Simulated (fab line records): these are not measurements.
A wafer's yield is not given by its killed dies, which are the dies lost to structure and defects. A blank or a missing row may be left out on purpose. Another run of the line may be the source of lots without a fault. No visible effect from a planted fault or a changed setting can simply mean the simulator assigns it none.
Chamber matching :: flow nand harc :: 4 sister chambers for NHARC_A_STAIRCASE_TRIM_229 on rie diel-09
The step chemistry O2, time 211.2 s. 4 wafers are shown with their chamber, then 10 later ones without.

WAFERS PAIRED WITH THEIR CHAMBERS
wafer: L079.2
chamber: 3
drypump motor current A (A): 6.5

wafer: L085.5
chamber: 0
drypump motor current A (A): 5.2

wafer: L086.2
chamber: 2
drypump motor current A (A): 5.7

wafer: L086.4
chamber: 1
drypump motor current A (A): 5.5

WAFERS MISSING THEIR CHAMBER
wafer: L086.5
drypump motor current A (A): 5.8

wafer: L088.3
drypump motor current A (A): 6.5

wafer: L088.4
drypump motor current A (A): 5.8

wafer: L088.6
drypump motor current A (A): 5.2

wafer: L092.2
drypump motor current A (A): 6.5

wafer: L092.4
drypump motor current A (A): 5.5

wafer: L092.6
drypump motor current A (A): 5.2

wafer: L097.1
drypump motor current A (A): 5.8

wafer: L097.2
drypump motor current A (A): 5.5

wafer: L097.6
drypump motor current A (A): 6.5

EACH ONE'S CHAMBER
wafer: L086.5
from the rows above: 2
in truth: 2

wafer: L088.3
from the rows above: 3
in truth: 3

wafer: L088.4
from the rows above: 2
in truth: 2

wafer: L088.6
from the rows above: 0
in truth: 0

wafer: L092.2
from the rows above: 3
in truth: 3

wafer: L092.4
from the rows above: 1
in truth: 1

wafer: L092.6
from the rows above: 0
in truth: 0

wafer: L097.1
from the rows above: 2
in truth: 2

wafer: L097.2
from the rows above: 1
in truth: 1

wafer: L097.6
from the rows above: 3
in truth: 3
10 of 10 placed correctly. Number that these rows cannot place: 0. 0 placed wrongly.
How it was worked out, from the rows above alone: a wafer's distance from a chamber is the root of the sum, over the readings, of the square of ((its reading less the chamber's mean) divided by the reading's scatter). If the next closest chamber is less than 2 further off than the closest, the wafer can't be placed; otherwise it belongs to the closest. The mean given for a chamber averages the wafers shown for that chamber. The scatter: root of mean squared gap, hidden wafer to nearest shown wafer, with one shown wafer a chamber.
